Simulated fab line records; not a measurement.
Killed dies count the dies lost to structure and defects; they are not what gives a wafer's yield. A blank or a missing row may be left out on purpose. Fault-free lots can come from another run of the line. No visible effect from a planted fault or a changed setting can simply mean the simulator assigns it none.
What tool caused it? ; flow nand_harc ; 12 lots, 36 wafers sampled, at 5 steps of a route of 1302

## WHAT THE GAUGES READ, wafer by wafer
NHARC_END_SORT_01.
lot;measured;on;killed_at_array;killed_at_other;killed_at_periphery;killed_dies;killed_open;killed_short
L131;day 28 10:52;prober-02;671 672 673;2 0 0;4 5 4;677 677 677;3 1 0;1 4 3
L132;day 29 14:55;prober-01;670 668 671;0 1 1;7 8 5;677 677 677;5 3 8;3 4 3
L133;day 30 00:46;prober-02;676 677 676;0 0 0;1 0 1;677 677 677;1 1 4;3 3 1

## TOOL THAT RAN EACH LOT (tool first, then ch and the chambers of the sampled wafers, then the start)
lot;NHARC_A_CONTACT_ETCH_51;NHARC_A_CONTACT_ETCH_112;NHARC_A_CONTACT_ETCH_119;NHARC_A_CONTACT_ETCH_120
L120;rie_diel-02 ch 0,1,2, day 21 02:32 or earlier;har_cap_etch-01 ch 0,1, day 21 02:32;har_cap_etch-01 ch 0,1, day 21 03:44;har_cap_etch-01 ch 0,1, day 21 03:55
L123;rie_diel-09 ch 0,1,2, day 22 11:08 or earlier;har_cap_etch-01 ch 0,1, day 22 11:08;har_cap_etch-01 ch 0,1, day 22 12:19;har_cap_etch-01 ch 0,1, day 22 12:30
L122;rie_diel-09 ch 0,1,2, day 22 14:21 or earlier;har_cap_etch-03 ch 0,1, day 22 14:21;har_cap_etch-03 ch 0,1, day 22 15:32;har_cap_etch-03 ch 0,1, day 22 15:43
L126;rie_diel-11 ch 0,1, day 24 03:59 or earlier;har_cap_etch-01 ch 0,1, day 24 03:59;har_cap_etch-01 ch 0,1, day 24 05:10;har_cap_etch-01 ch 0,1, day 24 05:21
L131;rie_diel-09 ch 0,1,3, day 25 16:37 or earlier;har_cap_etch-01 ch 0,1, day 25 16:37;har_cap_etch-01 ch 0,1, day 25 17:49;har_cap_etch-01 ch 0,1, day 25 17:59
L132;rie_diel-09 ch 0,2,3, day 26 15:58 or earlier;har_cap_etch-02 ch 0,1, day 26 15:58;har_cap_etch-02 ch 0,1, day 26 17:33;har_cap_etch-02 ch 0,1, day 26 17:47
L133;rie_diel-09 ch 0,2,3, day 27 03:17 or earlier;har_cap_etch-01 ch 0,1, day 27 03:17;har_cap_etch-01 ch 0,1, day 27 04:30;har_cap_etch-01 ch 0,1, day 27 04:40
L139;rie_diel-09 ch 0,1, day 30 01:47 or earlier;har_cap_etch-02 ch 0,1, day 30 01:47;har_cap_etch-02 ch 0,1, day 30 02:59;har_cap_etch-02 ch 0,1, day 30 03:09
L140;rie_diel-09 ch 0,1,3, day 30 05:41 or earlier;har_cap_etch-01 ch 0,1, day 30 05:41;har_cap_etch-01 ch 0,1, day 30 06:53;har_cap_etch-01 ch 0,1, day 30 07:03
L141;rie_diel-02 ch 0,1, day 30 13:02 or earlier;har_cap_etch-01 ch 0,1, day 30 13:02;har_cap_etch-01 ch 0,1, day 30 14:13;har_cap_etch-01 ch 0,1, day 30 14:24
L142;rie_diel-09 ch 1,3, day 31 06:49 or earlier;har_cap_etch-03 ch 0,1, day 31 06:49;har_cap_etch-03 ch 0,1, day 31 08:00;har_cap_etch-03 ch 0,1, day 31 08:10
L143;rie_diel-11 ch 1,2,3, day 31 10:28 or earlier;har_cap_etch-01 ch 0,1, day 31 10:28;har_cap_etch-01 ch 0,1, day 31 12:04;har_cap_etch-01 ch 0,1, day 31 12:17
- NHARC_A_CONTACT_ETCH_51: etches the open film in O2/COS, target depth 7000 nm, time 1820 s.
- NHARC_A_CONTACT_ETCH_112: etches the open film in C4F8/O2/Ar, time 190 s, target depth 1850 nm.
- NHARC_A_CONTACT_ETCH_119: etches the open film in C4F8/O2/Ar, time 190 s, target depth 1850 nm.
- NHARC_A_CONTACT_ETCH_120: etches the open film in C4F8/O2/Ar, time 190 s, target depth 1850 nm.

## WHAT THE TOOLS THEMSELVES READ (means of the sampled wafers that have a number; where no wafer has one, the mark that the record gives instead)
NHARC_A_CONTACT_ETCH_51.
lot;tool;bias_w (W);chamber_pressure_mTorr (mTorr);drypump_motor_current_A (A);oes_product_au (a.u.);rf_vpp_V (V);showerhead_plenum_p_Torr (Torr);throttle_valve_pct (%)
L120;rie_diel-02;300.5;19.986;5.9;0.996;313.6;3.13;28.328
L123;rie_diel-09;300.3;20.006;5.3;1.001;312.9;3.00;28.319
L122;rie_diel-09;299.5;19.985;5.3;1.009;313.4;3.00;28.332
L126;rie_diel-11;299.9;20.004;6.2;0.982;312.8;3.04;28.324
L131;rie_diel-09;300.1;20.022;5.6;1.002;314.3;3.12;28.325
L132;rie_diel-09;299.6;19.988;5.5;0.994;312.9;3.03;28.330
L133;rie_diel-09;299.0;19.985;5.5;0.988;313.3;3.03;28.337
L139;rie_diel-09;299.5;20.003;5.4;1.005;313.4;3.07;28.328
L140;rie_diel-09;300.0;20.006;5.6;1.001;313.6;3.11;28.334
L141;rie_diel-02;300.4;20.009;5.5;1.011;313.3;3.11;28.326
L142;rie_diel-09;301.0;20.011;5.6;1.013;314.9;3.19;28.325
L143;rie_diel-11;300.2;20.005;5.8;1.002;315.6;3.19;28.342

NHARC_A_CONTACT_ETCH_112.
lot;tool;chamber_pressure_mTorr (mTorr);oes_air_line_au (a.u.)
L120;har_cap_etch-01;20.004;0.997
L123;har_cap_etch-01;20.003;1.015
L122;har_cap_etch-03;20.002;1.008
L126;har_cap_etch-01;20.008;0.995
L131;har_cap_etch-01;19.987;1.002
L132;har_cap_etch-02;20.002;1.002
L133;har_cap_etch-01;20.003;1.015
L139;har_cap_etch-02;20.018;1.024
L140;har_cap_etch-01;19.997;1.002
L141;har_cap_etch-01;20.011;0.989
L142;har_cap_etch-03;19.998;0.983
L143;har_cap_etch-01;20.003;0.994

NHARC_A_CONTACT_ETCH_119.
lot;tool;chamber_pressure_mTorr (mTorr);oes_air_line_au (a.u.)
L120;har_cap_etch-01;20.014;0.983
L123;har_cap_etch-01;19.990;0.998
L122;har_cap_etch-03;19.999;0.992
L126;har_cap_etch-01;20.017;1.010
L131;har_cap_etch-01;-;-
L132;har_cap_etch-02;-;-
L133;har_cap_etch-01;-;-
L139;har_cap_etch-02;19.993;0.986
L140;har_cap_etch-01;20.005;1.018
L141;har_cap_etch-01;20.005;1.010
L142;har_cap_etch-03;19.992;0.988
L143;har_cap_etch-01;19.987;0.977

NHARC_A_CONTACT_ETCH_120.
lot;tool;chamber_pressure_mTorr (mTorr);oes_air_line_au (a.u.)
L120;har_cap_etch-01;20.014;0.980
L123;har_cap_etch-01;20.011;1.002
L122;har_cap_etch-03;20.000;1.013
L126;har_cap_etch-01;19.992;0.982
L131;har_cap_etch-01;20.007;1.014
L132;har_cap_etch-02;19.996;1.003
L133;har_cap_etch-01;20.014;1.001
L139;har_cap_etch-02;20.015;0.998
L140;har_cap_etch-01;20.005;0.998
L141;har_cap_etch-01;19.981;0.995
L142;har_cap_etch-03;19.988;0.996
L143;har_cap_etch-01;19.990;0.997

## THE ANSWER, worked out from the rows above alone
Rule: the lots themselves supply what counts as usual. The widest of any qualifying gaps counts: lots, ordered by their means at a reading, are off when they make up no more than a third of the lots, leave a main group of 4 or more, and stand apart from it by 3 or more times the standard deviation of that group's means. Not used: any main group whose means are identical at the precision the tables above print for the reading. Also off: a lot with no number at a reading for which 4 or more lots have one. The other lots that the step has rows for count as sound. After the gauges, taken in route order, come the tools' own readings; for these a lot's mean is taken, as printed above. The first step at which some lot is off is used, and at that step the reading that is off furthest; a lot without a number counts as furthest.
Off at NHARC_A_CONTACT_ETCH_119 (chamber_pressure_mTorr): L131, L132, L133. Without a number there: L131, L132, L133. The main group: mean 20.000 mTorr, standard deviation 0.01.
If a tool, at that step or one of the process steps before it, ran each lot that is off and ran no sound lot following the first of them, it fits. NHARC_A_CONTACT_ETCH_51: start missing for some lots; hours and lot order therefore follow NHARC_A_CONTACT_ETCH_112. Of those tried, none fits.

## WHAT THE SIMULATOR PUT IN
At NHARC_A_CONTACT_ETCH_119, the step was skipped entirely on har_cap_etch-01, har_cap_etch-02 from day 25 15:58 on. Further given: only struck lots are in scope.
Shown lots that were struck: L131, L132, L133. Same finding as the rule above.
